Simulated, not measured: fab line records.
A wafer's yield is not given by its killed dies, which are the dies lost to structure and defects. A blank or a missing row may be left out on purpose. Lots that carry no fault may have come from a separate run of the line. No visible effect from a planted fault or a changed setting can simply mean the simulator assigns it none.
Matching of chambers :: flow nandHarc :: rieSi-06 running NHARC_A_ZERO_WELL_ETCH_13: 4 sister chambers
The step etches the open film in HBr/Cl2, target depth 120 nm, time 40.1 s. 4 wafers are shown with their chamber, then 8 later ones without.

WAFERS, EACH WITH ITS CHAMBER
wafer: L091.1
chamber: 0
drypumpMotorCurrentA (A): 5.58

wafer: L091.2
chamber: 1
drypumpMotorCurrentA (A): 5.55

wafer: L091.3
chamber: 2
drypumpMotorCurrentA (A): 5.83

wafer: L092.4
chamber: 3
drypumpMotorCurrentA (A): 5.80

WAFERS WITHOUT THEIR CHAMBER
wafer: L092.5
drypumpMotorCurrentA (A): 5.57

wafer: L092.6
drypumpMotorCurrentA (A): 5.77

wafer: L094.1
drypumpMotorCurrentA (A): 5.83

wafer: L094.2
drypumpMotorCurrentA (A): 5.76

wafer: L094.3
drypumpMotorCurrentA (A): 5.62

wafer: L097.2
drypumpMotorCurrentA (A): 5.55

wafer: L097.3
drypumpMotorCurrentA (A): 5.60

wafer: L097.5
drypumpMotorCurrentA (A): 5.81

THE CHAMBER EACH PASSED THROUGH
wafer: L092.5
from the rows above: can't be placed: 0 or 1
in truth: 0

wafer: L092.6
from the rows above: can't be placed: 3 or 2
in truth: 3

wafer: L094.1
from the rows above: can't be placed: 2 or 3
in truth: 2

wafer: L094.2
from the rows above: can't be placed: 3 or 2
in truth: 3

wafer: L094.3
from the rows above: can't be placed: 0 or 1
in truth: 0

wafer: L097.2
from the rows above: can't be placed: 1 or 0
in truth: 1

wafer: L097.3
from the rows above: can't be placed: 0 or 1
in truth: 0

wafer: L097.5
from the rows above: can't be placed: 3 or 2
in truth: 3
Correct placement for 0 of the 8. Unplaceable from these rows: 8, with the true chamber sitting among the candidates in 8. 0 placed wrongly.
How it was worked out, from the rows above alone: a wafer's distance from a chamber is the root of the sum, over the readings, of the square of ((its reading less the chamber's mean) divided by the reading's scatter). If the next closest chamber is less than 2 further off than the closest, the wafer can't be placed; otherwise it belongs to the closest. A chamber's mean is the mean of its shown wafers. The scatter: root of mean squared gap, hidden wafer to nearest shown wafer, with one shown wafer a chamber.
